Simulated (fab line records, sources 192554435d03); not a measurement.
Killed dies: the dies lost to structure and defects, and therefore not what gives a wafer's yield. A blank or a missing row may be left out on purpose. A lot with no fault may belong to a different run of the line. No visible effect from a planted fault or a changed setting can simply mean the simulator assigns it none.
Problem report, 8D (eight disciplines) form, completed by code / flow n5Finfet / the parts of the form that need people (team, actions taken, sign-off) are left out

## 1. THE PROBLEM
killedAtContacts at N5_PASSIVATION_PROBE_49 reads a mean of 95 on 9 wafers of 3 lots; wafers without a fault read 13 with a standard deviation of 5.7. That is +14 standard deviations from the usual mean.
Earliest sighting: wafer L371.1 on prober-02 at day 14 14:40. The record holds 9 wafers of 3 lots with a number at this step. Rule for "out", or "out of limits": more than 4 standard deviations from the usual mean. The rest of the wafers with a number are treated as sound.

## 2. WHAT IT IS AND WHAT IT IS NOT
question=which readings at this step; is=killedAtContacts; is not=killed_at_M0_to_M3, killed_at_M4_up, killedAtOther, killedShort
question=which lots; is=L371, L373, L374; is not=-
question=which wafers of those lots; is=all that have a number; is not=-
question=read on which tools; is=prober-01, prober-02; is not=-
question=when; is=from day 14 14:40; is not=up to then (0 sound wafers)

## 3. THE SUSPECTS, EACH WITH WHAT RULES IT OUT
Counting: a tool at any process step up to the reading remains a suspect when it ran all the lots that are out and ran no sound lot after the first of those.
- cvdW-02 at N5_MOL_CONTACT_COAG_PRE_CLEAN_121: kept. It ran every lot that is out, first L371 (day 7 18:38), and no sound lot after that.
Remaining after the count: cvdW-02 at N5_MOL_CONTACT_COAG_PRE_CLEAN_121.

## 4. THE CAUSE (what the simulator had put in)
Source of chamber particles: cvdW-02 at N5_MOL_CONTACT_COAG_PRE_CLEAN_121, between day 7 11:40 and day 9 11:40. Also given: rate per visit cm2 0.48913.
The count eliminated every tool but this one.

## 5. THE EFFECT CHAIN, in route order
Each row: a reading where the mean over the struck wafers with a number is more than 3 standard deviations away from the usual. Only readings for which the record gives a usual standard deviation are gone through. hours: the time from each lot's start at the first step in this table that gives one to its start at this step, as a median over the lots. sigmas: the change in usual standard deviations.
hours=0; step=N5_PASSIVATION_PROBE_49; reading=defectLimitedYield; usual=91.3 %; on struck wafers=85.0; change=-6.3; sigmas=-4.2
hours=0; step=N5_PASSIVATION_PROBE_49; reading=killedAtContacts; usual=13; on struck wafers=95; change=+82; sigmas=+14
hours=0; step=N5_PASSIVATION_PROBE_49; reading=killedDies; usual=103; on struck wafers=177; change=+74; sigmas=+4.4
hours=0; step=N5_PASSIVATION_PROBE_49; reading=sort_bin_5_function; usual=5.0 %; on struck wafers=9.3; change=+4.3; sigmas=+4.4
hours=0; step=N5_PASSIVATION_PROBE_49; reading=sortNPass; usual=1077; on struck wafers=1003; change=-74; sigmas=-4.4
hours=0; step=N5_PASSIVATION_PROBE_49; reading=sortYieldPct; usual=91.3 %; on struck wafers=85.0; change=-6.3; sigmas=-4.2
Process steps it contains:
- N5_PASSIVATION_PROBE_49

## 6. HOW IT WOULD HAVE BEEN CAUGHT EARLIER
First out-of-limits reading in this record: day 14 14:40, which is 171 hours after fault onset at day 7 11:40.
Lots out: 3; all had begun N5_MOL_CONTACT_COAG_PRE_CLEAN_121 on cvdW-02 by day 14 14:40. None of them would have been spared by holding the tool at that moment.
